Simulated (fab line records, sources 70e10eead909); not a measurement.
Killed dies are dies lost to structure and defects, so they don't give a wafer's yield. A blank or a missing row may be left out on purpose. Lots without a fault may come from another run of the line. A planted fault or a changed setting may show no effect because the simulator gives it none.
One fault seen from 3 desks | flow nand_harc | each desk has only its own numbers; what lay behind them comes last

THE TOOL OWNER'S DESK: pecvd_onon-02
The tool's own readings at NHARC_A_ONON_D1_DEP_06 (target thk 1000 nm): means of the sampled wafers that have a number, for each lot that ran on this tool. A lot is out of limits, marked OUT, if its mean lies more than 4 standard deviations from the usual mean; the brackets give that distance.
Columns: A = sih4_flow_sccm at NHARC_A_ONON_D1_DEP_06, usual 209.9 sccm
lot  | first seen here | A
L267 | day 8 08:30     | 210.3
L271 | day 10 02:55    | 209.3
L274 | day 11 09:30    | 209.9
L276 | day 12 08:40    | 210.4
L278 | day 12 16:07    | 210.0
L280 | day 13 22:18    | 210.5
L281 | day 14 08:39    | 209.7
L286 | day 15 23:11    | 210.3
L289 | day 17 10:04    | 209.9
This desk's finding: nothing out of limits on any of the 9 lots.

THE DEFECT DESK
What the inspections along the route counted, lot by lot: means of the sampled wafers that have a number. A lot is out of limits, marked OUT, if its mean lies more than 4 standard deviations from the usual mean; the brackets give that distance.
Columns: A = raw_defect_count at NHARC_A_ONON_D1_INSPECT_32, usual 76
lot  | first seen here | A
L266 | day 8 11:11     | 73
L267 | day 8 22:40     | 117
L271 | day 10 18:26    | 36
L273 | day 11 11:13    | 100
L274 | day 11 21:42    | 82
L276 | day 12 21:27    | 54
L277 | day 13 04:31    | 43
L278 | day 13 04:32    | 51
L280 | day 14 10:43    | 70
L281 | day 14 20:53    | 54
L286 | day 16 12:02    | 118
L287 | day 16 22:30    | 68
L289 | day 18 02:13    | 61
This desk's finding: nothing out of limits on any of the 13 lots.

THE METROLOGY DESK
What the gauges read, lot by lot, whatever tool the lot ran on: means of the sampled wafers that have a number. A lot is out of limits, marked OUT, if its mean lies more than 4 standard deviations from the usual mean; the brackets give that distance.
Columns: A = thk_nm at NHARC_A_ONON_D1_THK_MEAS_08, usual 1002 nm
lot  | first seen here | A
L266 | day 7 18:10     | 1001
L267 | day 8 08:58     | 984
L271 | day 10 03:26    | 1002
L273 | day 10 22:25    | 1000
L274 | day 11 09:58    | 1008
L276 | day 12 09:03    | 992
L278 | day 12 16:34    | 1000
L277 | day 12 16:34    | 1018
L280 | day 13 22:49    | 989
L281 | day 14 09:10    | 1006
L286 | day 15 23:42    | 1625 (+57) OUT
L287 | day 16 09:05    | 985
L289 | day 17 10:31    | 1647 (+59) OUT
This desk's finding: out of limits on L286, L289; first on L286, day 15 23:42 (thk_nm at NHARC_A_ONON_D1_THK_MEAS_08). In limits: L266, L267, L271, L273, L274, L276, L278, L277, L280, L281, L287.

PUT TOGETHER
The metrology desk could have raised an alarm at day 15 23:42, on L286, L289.
The tool owner's desk saw nothing out of limits.
The defect desk saw nothing out of limits.
The tool owner's desk has L286, L289 on record, within its limits.
The defect desk has L286, L289 on record, within its limits.
Of the lots named, all ran NHARC_A_ONON_D1_DEP_06 on pecvd_onon-02.

WHAT THE SIMULATOR HAD PUT IN
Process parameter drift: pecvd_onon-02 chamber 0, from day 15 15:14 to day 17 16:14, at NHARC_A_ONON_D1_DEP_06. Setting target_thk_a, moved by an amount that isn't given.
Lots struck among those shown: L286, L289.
Hours from the fault's start to each desk's first reading out of limits: the metrology desk, 8.
